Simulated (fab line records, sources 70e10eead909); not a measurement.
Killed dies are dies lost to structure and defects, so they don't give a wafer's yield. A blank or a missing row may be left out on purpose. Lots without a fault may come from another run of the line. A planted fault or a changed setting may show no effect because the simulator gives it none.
fab line records | flow nand_harc
record lots=24 wafers=72 last_day=33
route steps=1302 shown A_CONTACT@998
lots that met no fault: from a run of the same line without faults
start_h: hours from the record's first day to the start of the lot's first wafer shown | wait_h: hours since the lot's step before | " the same as in the row above | L1.1+2: a row that stands for several wafers | - no value, or no start given | * or withheld: withheld | < > ~ a bound
route shown NAME@n: a module of which the file shows steps, and the number in the route of the first | usual: mean/standard deviation of fault-free wafers | same: alike in all rows | chamber/n: place in a boat | sites: the reading at each site | _std_site: their standard deviation | _edge_site: outer sites' mean less inner sites' | radius_mm: how far each site lies from the wafer's centre | mask NAME#n: copy n | behind: the tool/chamber that last shaped the wafer | hold: why the lot was held/for how many hours/how that ended | device: the transistor (n, p or np) that didn't switch | end of line: the same wafers' tests at the end of the route | a step without rows: its recipe alone | killed: dies lost to structure and defects at the first sort, not the wafer's yield | map: a wafer's dies, x killed, . not, _ none there
set.NAME: the setting as run; set.NAME@STEP: as run at that earlier step | model.NAME: the simulator's own value behind a step, which no gauge read
steps of the route over a sample of lots; a table a step, a row a wafer
services: from which hour (start_h, from the record's first day; less than 0 if before it) a tool's chamber was out of use, for how many hours, and why
## steps
# step NHARC_A_CONTACT_OVL_MEAS_43
# usual overlay_x_nm=0.3/0.86 overlay_y_nm=0.1/0.78
# columns lot.wafer tool chamber start_h wait_h overlay_x_nm overlay_y_nm
L074.2 overlay-01 - 502.89 - 1.0 -1.0
L074.3 " - " " 0.8 -1.1
L074.6 " - " " 1.5 -1.2
L075.4 overlay-02 - 503.05 - -0.8 -0.6
L075.5 " - " " -0.6 -0.9
L075.6 " - " " -0.8 -0.5
L077.2 overlay-02 - 518.37 - -1.2 0.7
L077.4 " - " " -1.2 0.1
L077.5 " - " " -1.5 -0.2
L076.2 overlay-01 - 518.52 - -0.5 1.1
L076.3 " - " " -0.2 0.3
L076.6 " - " " -0.8 0.4
L078.1 overlay-01 - 537.17 - -0.1 0.3
L078.3 " - " " -0.8 0.1
L078.6 " - " " -0.6 0.1
L079.1 overlay-01 - 537.50 - -0.5 -0.6
L079.4 " - " " -0.2 -0.2
L079.5 " - " " -0.2 -0.1
L080.1 overlay-01 - 565.93 - 1.3 0.3
L080.2 " - " " 1.8 0.1
L080.4 " - " " 1.6 -0.4
L081.2 overlay-01 - 566.34 - 2.0 -1.3
L081.3 " - " " 1.7 -1.2
L081.4 " - " " 2.2 -0.8
L082.1 overlay-01 - 579.92 - -0.3 -1.0
L082.3 " - " " 0.0 -0.5
L082.5 " - " " -0.3 -0.6
L083.3 overlay-01 - 585.08 - 0.4 -0.4
L083.5 " - " " 1.1 -0.4
L083.6 " - " " 0.3 -0.5
L085.2 overlay-02 - 594.92 - -0.5 1.0
L085.4 " - " " -0.7 1.3
L085.5 " - " " -0.5 0.8
L084.2 overlay-02 - 599.77 - 1.8 1.4
L084.3 " - " " 1.0 1.2
L084.6 " - " " 1.1 1.2
L086.3 overlay-02 - 611.51 - 0.8 -0.8
L086.5 " - " " 0.2 -0.5
L086.6 " - " " 1.4 -0.3
L087.1 overlay-02 - 628.80 - 0.7 -1.0
L087.5 " - " " 1.1 -0.5
L087.6 " - " " 0.5 0.0
L088.2 overlay-02 - 640.53 - 0.5 -1.4
L088.3 " - " " 0.3 -1.2
L088.6 " - " " 0.4 -0.5
L089.1 overlay-01 - 640.91 - 0.8 -0.7
L089.5 " - " " 0.3 -0.7
L089.6 " - " " 0.4 -0.4
L090.1 overlay-01 - 648.92 - -0.6 0.7
L090.2 " - " " -0.7 1.2
L090.5 " - " " 0.2 0.6
L091.2 overlay-01 - 651.50 - -0.4 0.6
L091.4 " - " " -1.0 0.5
L091.5 " - " " -0.5 0.6
L092.1 overlay-01 - 668.47 - 1.5 0.1
L092.3 " - " " 0.8 0.2
L092.5 " - " " 0.6 0.2
L094.1 overlay-02 - 683.94 - 0.8 0.7
L094.2 " - " " 0.9 0.9
L094.3 " - " " 0.4 0.7
L093.1 overlay-02 - 684.09 - -0.2 0.1
L093.2 " - " " -0.1 0.6
L093.4 " - " " 0.2 0.5
L095.1 overlay-01 - 702.23 - 1.8 0.2
L095.3 " - " " 0.8 0.2
L095.4 " - " " 1.1 0.2
L096.2 overlay-02 - 714.36 - 0.7 0.9
L096.4 " - " " 0.1 1.3
L096.6 " - " " 0.4 1.2
L097.1 overlay-02 - 716.69 - -0.2 1.4
L097.3 " - " " -0.6 1.4
L097.4 " - " " -0.6 1.1
# step NHARC_A_CONTACT_ETCH_50
# recipe target_depth_a=1210 time_s=60.5 cf4_flow_sccm=100 chf3_flow_sccm=30 ar_flow_sccm=0 rf_w=500 bias_w=200 chemistry=CF4/CHF3
# usual drypump_motor_current_A=5.6/0.5 oes_product_au=0.947/0.021 rf_vpp_V=371/3.1 showerhead_plenum_p_Torr=1.57/0.086 throttle_valve_pct=16.802/0.0092
# columns lot.wafer tool chamber start_h wait_h drypump_motor_current_A oes_product_au rf_hours_counter_h rf_vpp_V showerhead_plenum_p_Torr throttle_valve_pct
L074.3 rie_diel-04 3 - - 6.3 0.957 24 366 1.46 16.784
L074.2 " 1 " " 5.6 0.944 23 374 1.66 16.801
L074.6 " 3 " " 6.3 0.958 - 367 1.46 16.805
L075.4 rie_diel-11 2 - - 6.4 0.942 22 374 1.69 16.809
L075.6 " 2 " " 6.4 0.931 - 375 1.69 16.807
L075.5 " 3 " " 5.4 0.930 - 366 1.48 16.796
L077.4 rie_diel-04 2 - - 5.6 0.973 25 370 1.54 16.810
L077.2 " 3 " " 6.3 0.958 28 366 1.46 16.805
L077.5 " 0 " " 4.9 0.962 - 375 1.66 16.804
L076.3 rie_diel-04 1 - - 5.6 0.942 27 375 1.66 16.806
L076.2 " 2 " " 5.7 0.956 26 369 1.54 16.803
L076.6 " 0 " " 4.9 0.949 - 373 1.66 16.800
L078.1 rie_diel-11 1 - - 5.4 0.928 33 372 1.61 16.801
L078.3 " 2 " " 6.4 0.928 33 374 1.69 16.802
L078.6 " 0 " " 5.5 0.928 - 370 1.54 16.796
L079.1 rie_diel-11 0 - - 5.5 0.920 33 370 1.54 16.806
L079.4 " 1 " " 5.4 0.940 34 370 1.61 16.780
L079.5 " 2 " " 6.4 0.949 - 375 1.69 16.800
L080.2 rie_diel-04 1 - - 5.6 0.913 4 373 1.66 16.816
L080.1 " 3 " " 6.3 0.915 3 367 1.46 16.786
L080.4 " 3 " " 6.2 0.919 - 368 1.46 16.797
L081.2 rie_diel-04 3 - - 6.3 0.956 5 367 1.46 16.796
L081.3 " 0 " " 4.9 0.934 6 374 1.66 16.814
L081.4 " 1 " " 5.6 0.939 - 374 1.66 16.802
L082.1 rie_diel-04 3 - - 6.3 0.959 6 368 1.46 16.802
L082.3 " 1 " " 5.6 0.970 8 373 1.66 16.802
L082.5 " 3 " " 6.3 0.972 - 367 1.46 16.808
L083.3 rie_diel-04 0 - - 4.9 0.955 9 373 1.65 16.790
L083.5 " 2 " " 5.6 0.941 - 369 1.53 16.794
L083.6 " 3 " " 6.3 0.954 - 367 1.46 16.802
L085.4 rie_diel-11 2 - - 6.4 0.922 58 374 1.69 16.793
L085.2 " 3 " " 5.4 0.928 58 366 1.47 16.805
L085.5 " 2 " " 6.4 0.928 - 374 1.68 16.805
L084.3 rie_diel-04 1 - - 5.6 0.974 11 374 1.66 16.793
L084.2 " 2 " " 5.6 0.960 8 369 1.53 16.798
L084.6 " 0 " " 4.9 0.961 - 374 1.65 16.796
L086.3 rie_diel-04 3 - - 6.3 0.936 13 367 1.46 16.794
L086.6 " 3 " " 6.3 0.938 - 366 1.46 16.791
L086.5 " 0 " " 4.9 0.957 - 372 1.65 16.805
L087.1 rie_diel-11 1 - - 5.4 0.959 4 371 1.60 16.796
L087.6 " 0 " " 5.6 0.980 - 368 1.53 16.814
L087.5 " 1 " " 5.4 0.953 - 373 1.60 16.792
L088.3 rie_diel-04 0 - - 4.9 0.922 18 373 1.65 16.810
L088.2 " 2 " " 5.6 0.919 15 369 1.53 16.802
L088.6 " 2 " " 5.6 0.914 - 369 1.53 16.787
L089.1 rie_diel-11 2 - - 6.4 0.964 7 374 1.68 16.812
L089.6 " 2 " " 6.4 0.958 - 374 1.68 16.805
L089.5 " 3 " " 5.4 0.965 - 367 1.47 16.795
L090.2 rie_diel-04 3 - - 6.3 0.963 18 366 1.46 16.808
L090.1 " 0 " " 4.9 0.957 20 373 1.65 16.818
L090.5 " 2 " " 5.6 0.965 - 369 1.53 16.793
L091.4 rie_diel-04 3 - - 6.3 0.968 20 366 1.46 16.806
L091.2 " 0 " " 4.9 0.962 21 375 1.65 16.806
L091.5 " 1 " " 5.6 0.977 - 373 1.66 16.798
L092.3 rie_diel-04 1 - - 5.6 0.956 23 372 1.66 16.799
L092.1 " 2 " " 5.6 0.951 21 369 1.53 16.786
L092.5 " 1 " " 5.6 0.951 - 374 1.66 16.791
L094.1 rie_diel-11 0 - - 5.6 0.920 22 370 1.53 16.804
L094.2 " 1 " " 5.4 0.913 22 372 1.60 16.806
L094.3 " 3 " " 5.4 0.924 21 367 1.47 16.798
L093.2 rie_diel-04 3 - - 6.3 0.980 25 367 1.46 16.818
L093.4 " 1 " " 5.6 0.965 26 372 1.66 16.787
L093.1 " 2 " " 5.7 0.956 23 369 1.53 16.808
L095.3 rie_diel-04 3 - - 6.3 0.988 27 366 1.45 16.787
L095.1 " 0 " " 4.9 0.966 30 374 1.65 16.807
L095.4 " 1 " " 5.6 0.966 29 376 1.65 16.825
L096.2 rie_diel-08 2 - - 6.3 0.917 45 370 1.55 16.810
L096.4 " 3 " " 5.9 0.919 46 367 1.47 16.796
L096.6 " 3 " " 5.9 0.926 - 367 1.47 16.811
L097.4 rie_diel-08 0 - - 4.8 0.923 50 374 1.66 16.813
L097.3 " 2 " " 6.3 0.927 46 370 1.55 16.803
L097.1 " 3 " " 5.9 0.920 47 367 1.47 16.793
# step NHARC_A_CONTACT_ETCH_114
# recipe source_w=withheld pressure_mtorr=20 bias_v=3000 time_s=190 target_depth_a=18500 ar_flow_sccm=withheld c4f8_flow_sccm=withheld o2_flow_sccm=withheld chemistry=C4F8/O2/Ar
# columns lot.wafer tool chamber start_h wait_h rf_hours_counter_h
L074.2 har_cap_etch-02 0 505.38 0.1 85
L074.3 " 0 " " -
L074.6 " 0 " " -
L075.4 har_cap_etch-03 1 508.53 0.1 -
L075.5 " 1 " " -
L075.6 " 0 " " -
L077.2 har_cap_etch-03 1 521.05 0.1 46
L077.4 " 0 " " -
L077.5 " 0 " " -
L076.2 har_cap_etch-01 1 522.00 0.2 2
L076.3 " 0 " " -
L076.6 " 0 " " -
L078.1 har_cap_etch-02 0 540.13 0.2 93
L078.3 " 1 " " -
L078.6 " 1 " " -
L079.1 har_cap_etch-01 0 542.06 0.3 6
L079.4 " 0 " " -
L079.5 " 0 " " -
L080.1 har_cap_etch-01 1 568.93 0.1 10
L080.2 " 0 " " 10
L080.4 " 0 " " -
L081.2 har_cap_etch-02 0 570.07 0.1 98
L081.3 " 0 " " -
L081.4 " 1 " " -
L082.1 har_cap_etch-02 0 582.41 0.1 100
L082.3 " 1 " " -
L082.5 " 0 " " -
L083.3 har_cap_etch-03 0 587.74 0.1 -
L083.5 " 0 " " -
L083.6 " 1 " " -
L085.2 har_cap_etch-02 0 597.39 0.1 104
L085.4 " 1 " " -
L085.5 " 0 " " -
L084.2 har_cap_etch-03 0 602.26 0.1 61
L084.3 " 1 " " -
L084.6 " 1 " " -
L086.3 har_cap_etch-02 1 614.36 0.2 -
L086.6 " 1 " " -
L086.5 " 0 " " -
L087.1 har_cap_etch-01 1 631.48 0.2 22
L087.6 " 0 " " -
L087.5 " 1 " " -
L088.2 har_cap_etch-01 1 643.37 0.1 24
L088.3 " 0 " " -
L088.6 " 0 " " -
L089.1 har_cap_etch-02 1 643.43 0.1 112
L089.5 " 1 " " -
L089.6 " 0 " " -
L090.2 har_cap_etch-02 1 651.38 0.1 114
L090.1 " 0 " " 114
L090.5 " 1 " " -
L091.2 har_cap_etch-01 1 653.95 0.1 27
L091.4 " 1 " " -
L091.5 " 1 " " -
L092.1 har_cap_etch-03 1 670.94 0.1 74
L092.3 " 0 " " -
L092.5 " 0 " " -
L094.1 har_cap_etch-03 0 686.46 0.1 76
L094.2 " 1 " " 76
L094.3 " 1 " " -
L093.1 har_cap_etch-02 0 686.56 0.1 122
L093.2 " 1 " " 122
L093.4 " 1 " " -
L095.1 har_cap_etch-03 1 704.91 0.2 81
L095.4 " 0 " " -
L095.3 " 1 " " -
L096.2 har_cap_etch-01 0 716.86 0.1 36
L096.4 " 1 " " -
L096.6 " 0 " " -
L097.1 har_cap_etch-02 0 719.15 0.1 128
L097.4 " 0 " " -
L097.3 " 1 " " -
# step NHARC_A_CONTACT_ETCH_125
# recipe source_w=withheld pressure_mtorr=20 bias_v=3000 time_s=197 target_depth_a=19180 ar_flow_sccm=withheld c4f8_flow_sccm=withheld o2_flow_sccm=withheld chemistry=C4F8/O2/Ar
# columns lot.wafer tool chamber start_h wait_h rf_hours_counter_h
L074.2 har_cap_etch-01 0 514.82 0.2 0
L074.3 " 1 " " -
L074.6 " 0 " " -
L075.4 har_cap_etch-02 0 518.14 0.2 -
L075.6 " 0 " " -
L075.5 " 1 " " -
L077.2 har_cap_etch-01 0 533.32 0.2 4
L077.4 " 1 " " -
L077.5 " 1 " " -
L076.2 har_cap_etch-03 1 535.97 0.2 49
L076.3 " 0 " " -
L076.6 " 0 " " -
L078.1 har_cap_etch-03 0 549.83 0.2 52
L078.3 " 0 " " -
L078.6 " 1 " " -
L079.1 har_cap_etch-01 0 553.26 0.2 8
L079.4 " 1 " " -
L079.5 " 0 " " -
L080.2 har_cap_etch-03 1 578.80 0.2 55
L080.1 " 0 " " 55
L080.4 " 0 " " -
L081.2 har_cap_etch-01 0 580.35 0.2 12
L081.4 " 1 " " -
L081.3 " 0 " " -
L082.1 har_cap_etch-01 1 592.39 0.2 15
L082.3 " 1 " " -
L082.5 " 1 " " -
L083.3 har_cap_etch-03 0 597.48 0.2 -
L083.6 " 0 " " -
L083.5 " 1 " " -
L085.2 har_cap_etch-01 0 609.15 0.2 19
L085.4 " 1 " " -
L085.5 " 0 " " -
L084.2 har_cap_etch-03 0 612.58 0.2 63
L084.3 " 0 " " -
L084.6 " 1 " " -
L086.3 har_cap_etch-02 0 626.16 0.2 -
L086.6 " 1 " " -
L086.5 " 0 " " -
L087.1 har_cap_etch-03 0 645.42 0.2 68
L087.5 " 1 " " -
L087.6 " 0 " " -
L089.1 har_cap_etch-03 1 653.61 0.2 69
L089.5 " 1 " " -
L089.6 " 0 " " -
L088.2 har_cap_etch-02 1 654.31 0.2 116
L088.3 " 0 " " -
L088.6 " 1 " " -
L090.1 har_cap_etch-01 0 662.24 0.2 29
L090.2 " 1 " " 29
L090.5 " 1 " " -
L091.2 har_cap_etch-02 0 665.55 0.2 119
L091.4 " 1 " " -
L091.5 " 0 " " -
L092.1 har_cap_etch-01 0 681.67 0.2 32
L092.3 " 0 " " -
L092.5 " 0 " " -
L094.1 har_cap_etch-03 1 696.52 0.2 78
L094.2 " 0 " " 78
L094.3 " 0 " " -
L093.2 har_cap_etch-02 1 696.81 0.2 124
L093.1 " 0 " " 124
L093.4 " 0 " " -
L095.1 har_cap_etch-03 1 720.67 0.2 83
L095.4 " 0 " " -
L095.3 " 1 " " -
L096.2 har_cap_etch-01 1 726.29 0.2 38
L096.4 " 0 " " -
L096.6 " 1 " " -
L097.1 har_cap_etch-03 1 728.92 0.2 84
L097.3 " 0 " " -
L097.4 " 1 " " -
# step NHARC_A_CONTACT_ETCH_128
# recipe source_w=withheld pressure_mtorr=20 bias_v=3000 time_s=197 target_depth_a=19180 ar_flow_sccm=withheld c4f8_flow_sccm=withheld o2_flow_sccm=withheld chemistry=C4F8/O2/Ar
# columns lot.wafer tool chamber start_h wait_h rf_hours_counter_h
L074.2 har_cap_etch-01 0 515.35 0.1 1
L074.3 " 1 " " -
L074.6 " 0 " " -
L075.4 har_cap_etch-02 0 518.67 0.1 -
L075.6 " 0 " " -
L075.5 " 1 " " -
L077.2 har_cap_etch-01 0 533.85 0.1 5
L077.4 " 1 " " -
L077.5 " 1 " " -
L076.2 har_cap_etch-03 1 536.49 0.1 49
L076.3 " 0 " " -
L076.6 " 0 " " -
L078.1 har_cap_etch-03 0 550.36 0.1 52
L078.3 " 0 " " -
L078.6 " 1 " " -
L079.1 har_cap_etch-01 0 553.78 0.1 9
L079.4 " 1 " " -
L079.5 " 0 " " -
L080.2 har_cap_etch-03 1 579.34 0.1 56
L080.1 " 0 " " 56
L080.4 " 0 " " -
L081.2 har_cap_etch-01 0 580.88 0.1 13
L081.4 " 1 " " -
L081.3 " 0 " " -
L082.1 har_cap_etch-01 1 592.92 0.1 16
L082.3 " 1 " " -
L082.5 " 1 " " -
L083.3 har_cap_etch-03 0 598.01 0.1 -
L083.6 " 0 " " -
L083.5 " 1 " " -
L085.2 har_cap_etch-01 0 609.68 0.1 19
L085.4 " 1 " " -
L085.5 " 0 " " -
L084.2 har_cap_etch-03 0 613.11 0.1 64
L084.3 " 0 " " -
L084.6 " 1 " " -
L086.3 har_cap_etch-02 0 626.87 0.2 -
L086.6 " 1 " " -
L086.5 " 0 " " -
L087.1 har_cap_etch-03 0 645.95 0.1 68
L087.5 " 1 " " -
L087.6 " 0 " " -
L089.1 har_cap_etch-03 1 654.14 0.1 70
L089.5 " 1 " " -
L089.6 " 0 " " -
L088.2 har_cap_etch-02 1 654.84 0.1 116
L088.3 " 0 " " -
L088.6 " 1 " " -
L090.1 har_cap_etch-01 0 662.77 0.1 29
L090.2 " 1 " " 29
L090.5 " 1 " " -
L091.2 har_cap_etch-02 0 666.08 0.1 119
L091.4 " 1 " " -
L091.5 " 0 " " -
L092.1 har_cap_etch-01 0 682.20 0.1 32
L092.3 " 0 " " -
L092.5 " 0 " " -
L094.1 har_cap_etch-03 1 697.05 0.1 79
L094.2 " 0 " " 79
L094.3 " 0 " " -
L093.2 har_cap_etch-02 1 697.34 0.1 125
L093.1 " 0 " " 125
L093.4 " 0 " " -
L095.1 har_cap_etch-03 1 721.20 0.1 83
L095.4 " 0 " " -
L095.3 " 1 " " -
L096.2 har_cap_etch-01 1 726.82 0.1 39
L096.4 " 0 " " -
L096.6 " 1 " " -
L097.1 har_cap_etch-03 1 729.45 0.1 85
L097.3 " 0 " " -
L097.4 " 1 " " -
# step NHARC_A_CONTACT_DEP_85
# recipe target_thk_a=600 target_thk_nm=60 temp_c=400 pressure_torr=3.5 flow_sccm=200 rf_w=350 material=SiON
# usual heater_power_w=792/96 showerhead_vpp_V=1157/46
# columns lot.wafer tool chamber start_h wait_h heater_power_w showerhead_vpp_V
L074.3 pecvd-02 0 521.34 1.1 782 1091
L074.2 " 1 " " 735 1193
L074.6 " 1 " " 734 1199
L075.6 pecvd-02 1 526.81 0.2 741 1165
L075.5 " 2 " " 864 1233
L075.4 " 0 " " 766 1106
L077.2 pecvd-01 1 540.68 1.2 861 1083
L077.4 " 0 " " 829 1171
L077.5 " 1 " " 812 1074
L076.2 pecvd-02 0 543.26 1.2 775 1104
L076.3 " 1 " " 730 1179
L076.6 " 1 " " 748 1173
L078.1 pecvd-01 2 557.65 1.4 917 1193
L078.3 " 1 " " 755 1089
L078.6 " 1 " " 737 1065
L079.1 pecvd-01 2 561.30 1.4 845 1201
L079.4 " 2 " " 865 1174
L079.5 " 1 " " 772 1085
L080.2 pecvd-02 0 585.73 1.2 768 1108
L080.1 " 1 " " 756 1179
L080.4 " 0 " " 768 1112
L081.2 pecvd-03 2 585.99 1.2 676 1109
L081.3 " 0 " " 794 1163
L081.4 " 0 " " 813 1143
L082.1 pecvd-01 1 597.89 1.6 812 1082
L082.3 " 2 " " 933 1177
L082.5 " 2 " " 942 1212
L083.3 pecvd-02 2 604.85 0.9 953 1218
L083.6 " 2 " " 941 1199
L083.5 " 0 " " 721 1097
L085.2 pecvd-02 2 616.58 1.2 978 1218
L085.4 " 1 " " 728 1192
L085.5 " 2 " " 978 1225
L084.3 pecvd-03 2 618.28 0.9 712 1114
L084.2 " 0 " " 785 1146
L084.6 " 0 " " 785 1159
L086.3 pecvd-03 0 631.79 0.9 721 1149
L086.5 " 0 " " 747 1160
L086.6 " 1 " " 618 1196
L087.1 pecvd-01 1 652.41 1.5 750 1083
L087.5 " 0 " " 830 1165
L087.6 " 1 " " 771 1068
L089.1 pecvd-01 1 660.01 1.5 715 1067
L089.5 " 0 " " 871 1176
L089.6 " 1 " " 733 1082
L088.2 pecvd-02 0 661.73 1.2 686 1106
L088.3 " 1 " " 791 1179
L088.6 " 2 " " 980 1210
L090.1 pecvd-02 1 667.47 1.5 774 1176
L090.2 " 2 " " 933 1205
L090.5 " 0 " " 662 1106
L091.2 pecvd-03 1 671.12 1.2 665 1174
L091.5 " 1 " " 659 1174
L091.4 " 2 " " 743 1119
L092.1 pecvd-01 2 686.97 1.5 908 1189
L092.3 " 0 " " 903 1182
L092.5 " 2 " " 933 1180
L094.3 pecvd-03 0 701.88 0.9 738 1155
L094.1 " 1 " " 665 1169
L094.2 " 2 " " 632 1098
L093.1 pecvd-02 0 703.28 1.5 675 1098
L093.2 " 1 " " 751 1187
L093.4 " 2 " " 1002 1210
L095.1 pecvd-02 2 725.77 1.5 858 1220
L095.3 " 0 " " 633 1099
L095.4 " 2 " " 885 1202
L096.2 pecvd-01 1 733.80 1.2 769 1087
L096.6 " 0 " " 873 1183
L096.4 " 2 " " 911 1175
L097.3 pecvd-02 1 735.54 0.9 735 1195
L097.1 " 2 " " 834 1195
L097.4 " 1 " " 747 1203
## services
# columns tool chamber start_h hours kind
rie_diel-11 2 480.29 8.2 repair
rie_diel-04 2 484.07 5.5 repair
pecvd-01 - 492.00 13.0 pm
rie_diel-04 - 495.09 1.9 repair
har_cap_etch-01 - 497.00 17.0 pm
rie_diel-04 - 509.26 0.9 repair
pecvd-02 - 510.23 2.5 repair
pecvd-01 2 516.36 5.9 repair
rie_diel-04 2 526.42 5.9 repair
pecvd-01 0 527.31 3.4 repair
rie_diel-04 - 531.96 9.0 pm
rie_diel-04 2 566.36 3.8 repair
rie_diel-04 - 569.09 5.3 repair
rie_diel-04 3 575.41 3.6 repair
pecvd-02 - 589.18 13.0 pm
rie_diel-04 - 601.30 0.3 repair
rie_diel-11 - 602.99 0.5 repair
rie_diel-11 - 611.40 9.0 pm
har_cap_etch-01 - 616.27 0.9 repair
har_cap_etch-02 - 631.68 0.3 repair
rie_diel-04 1 637.52 5.0 repair
pecvd-01 - 673.00 13.0 pm
pecvd-01 1 701.48 5.7 repair
rie_diel-04 - 708.96 9.0 pm
## key
fault none
